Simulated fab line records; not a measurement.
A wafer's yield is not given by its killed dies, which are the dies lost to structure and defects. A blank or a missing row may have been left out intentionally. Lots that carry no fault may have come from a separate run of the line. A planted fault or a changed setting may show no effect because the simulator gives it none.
Split-lot experiment / flow n5-finfet / route with 1938 steps; 7 lots, 21 wafers read

THE SPLIT
At N5_BEOL_M8_ILD_DEP_00 (deposits SiCOH lowk from DEMS/porogen, target thk 179.75 nm, time 33.4 s), the setting time-s was moved away from the recipe's 33.4 s on 6 of the 21 wafers read, by -10.6% to +12.0%. This setting was run at the recipe's value on the other wafers.

SPLIT TO READING: what lies between them in the file, 1 step
- N5_BEOL_M8_CURE_74: cures SiCOH lowk, time 240 s

THE READING
M8_ILD_THK at N5_BEOL_M8_THK_MEAS_01, in nm. A value of 155.4 nm with a standard deviation of 2.1 nm is what fault-free wafers of this fab line usually give.

wafer=L074.2; tool, chamber at the split=pecvd-02, 1; time-s as run, s=37.4; against the recipe=+12.0%; M8_ILD_THK, nm=170.5; against lot-mates on the recipe=+15.4
wafer=L074.3; tool, chamber at the split=pecvd-02, 0; time-s as run, s=37.4; against the recipe=+12.0%; M8_ILD_THK, nm=170.9; against lot-mates on the recipe=+15.8
wafer=L074.4; tool, chamber at the split=pecvd-02, 1; time-s as run, s=33.4; against the recipe=recipe; M8_ILD_THK, nm=155.1; against lot-mates on the recipe=-
wafer=L076.1; tool, chamber at the split=pecvd-02, 0; time-s as run, s=35.16; against the recipe=+5.3%; M8_ILD_THK, nm=160.0; against lot-mates on the recipe=+3.8
wafer=L076.3; tool, chamber at the split=pecvd-02, 0; time-s as run, s=33.4; against the recipe=recipe; M8_ILD_THK, nm=155.3; against lot-mates on the recipe=-
wafer=L076.6; tool, chamber at the split=pecvd-02, 1; time-s as run, s=33.4; against the recipe=recipe; M8_ILD_THK, nm=157.1; against lot-mates on the recipe=-
wafer=L082.1; tool, chamber at the split=pecvd-03, 2; time-s as run, s=33.4; against the recipe=recipe; M8_ILD_THK, nm=157.2; against lot-mates on the recipe=-
wafer=L082.4; tool, chamber at the split=pecvd-03, 2; time-s as run, s=36.73; against the recipe=+10.0%; M8_ILD_THK, nm=173.5; against lot-mates on the recipe=+15.4
wafer=L082.5; tool, chamber at the split=pecvd-03, 1; time-s as run, s=33.4; against the recipe=recipe; M8_ILD_THK, nm=159.0; against lot-mates on the recipe=-
wafer=L086.2; tool, chamber at the split=pecvd-03, 2; time-s as run, s=29.86; against the recipe=-10.6%; M8_ILD_THK, nm=138.4; against lot-mates on the recipe=-18.6
wafer=L086.5; tool, chamber at the split=pecvd-03, 2; time-s as run, s=33.4; against the recipe=recipe; M8_ILD_THK, nm=157.6; against lot-mates on the recipe=-
wafer=L086.6; tool, chamber at the split=pecvd-03, 0; time-s as run, s=33.4; against the recipe=recipe; M8_ILD_THK, nm=156.4; against lot-mates on the recipe=-
wafer=L095.2; tool, chamber at the split=pecvd-02, 2; time-s as run, s=33.4; against the recipe=recipe; M8_ILD_THK, nm=151.6; against lot-mates on the recipe=-
wafer=L095.4; tool, chamber at the split=pecvd-02, 0; time-s as run, s=33.4; against the recipe=recipe; M8_ILD_THK, nm=155.8; against lot-mates on the recipe=-
wafer=L095.5; tool, chamber at the split=pecvd-02, 2; time-s as run, s=33.4; against the recipe=recipe; M8_ILD_THK, nm=156.2; against lot-mates on the recipe=-
wafer=L094.2; tool, chamber at the split=pecvd-03, 0; time-s as run, s=35.68; against the recipe=+6.8%; M8_ILD_THK, nm=163.4; against lot-mates on the recipe=+7.2
wafer=L094.3; tool, chamber at the split=pecvd-03, 1; time-s as run, s=33.4; against the recipe=recipe; M8_ILD_THK, nm=154.1; against lot-mates on the recipe=-
wafer=L094.4; tool, chamber at the split=pecvd-03, 2; time-s as run, s=33.4; against the recipe=recipe; M8_ILD_THK, nm=158.3; against lot-mates on the recipe=-
wafer=L097.1; tool, chamber at the split=pecvd-02, 1; time-s as run, s=33.4; against the recipe=recipe; M8_ILD_THK, nm=152.4; against lot-mates on the recipe=-
wafer=L097.3; tool, chamber at the split=pecvd-02, 1; time-s as run, s=33.4; against the recipe=recipe; M8_ILD_THK, nm=153.4; against lot-mates on the recipe=-
wafer=L097.6; tool, chamber at the split=pecvd-02, 0; time-s as run, s=33.4; against the recipe=recipe; M8_ILD_THK, nm=155.0; against lot-mates on the recipe=-

THE FIT
A straight line over all 21 wafers: M8_ILD_THK changes by +1.41 nm for each +1% of time-s; r = +0.95; the points scatter about the line by 2.3 nm.
The same after taking each lot's own level away (the mean of its wafers on the recipe; 21 wafers): +1.42 nm for each +1%; r = +0.97; scatter 1.8 nm.
Per that fit: largest time-s move, reading shift of 17 nm.
The lots' own levels span 153.60 to 158.10 nm, that is 2.1 times the standard deviation above.
The two slopes are in agreement: the lot-to-lot level therefore moves the slope only a little.
Check: with one of the wafers moved furthest among these (+12.0%) left out of the fit, the line predicts +16.8 nm for it against its lot-mates. It came out at +15.4 nm against them.

ADDITIONAL SPLITS CARRIED BY THESE WAFERS
Other splits were also applied to these wafers ahead of the reading. Each is held against what the fit with the lots' levels taken away leaves over:
other split on the same wafers=N5_BEOL_M7_HM_DEP_02 target-thk-a; wafers away from the commonest value=7; r with M8_ILD_THK (lot level and that fit taken away)=+0.03

THE WHOLE CHAIN: every reading that the file lists as answering this split, in the file's order
step=N5_BEOL_M8_ILD_DEP_00; what it does=deposits SiCOH lowk from DEMS/porogen, target thk 179.75 nm, time 33.4 s; reading=SiCOH_lowk_of_BEOL_M8_ILD_DEP_00.thk-nm (the simulator's own value, which no gauge read); change (the file's fit)=+1.62 nm for each +1% of the setting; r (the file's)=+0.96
step=N5_BEOL_M8_CURE_74; what it does=cures SiCOH lowk, time 240 s; reading=SiCOH_lowk_of_BEOL_M8_ILD_DEP_00.thk-nm (the simulator's own value, which no gauge read); change (the file's fit)=+1.41 nm for each +1% of the setting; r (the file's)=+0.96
step=N5_BEOL_M8_THK_MEAS_01; what it does=; reading=M8_ILD_THK; change (the file's fit)=+1.41 for each +1% of the setting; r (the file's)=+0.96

THE FILE'S OWN FIT
M8_ILD_THK changes by +1.41 nm for each +1% of time-s, r = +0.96.
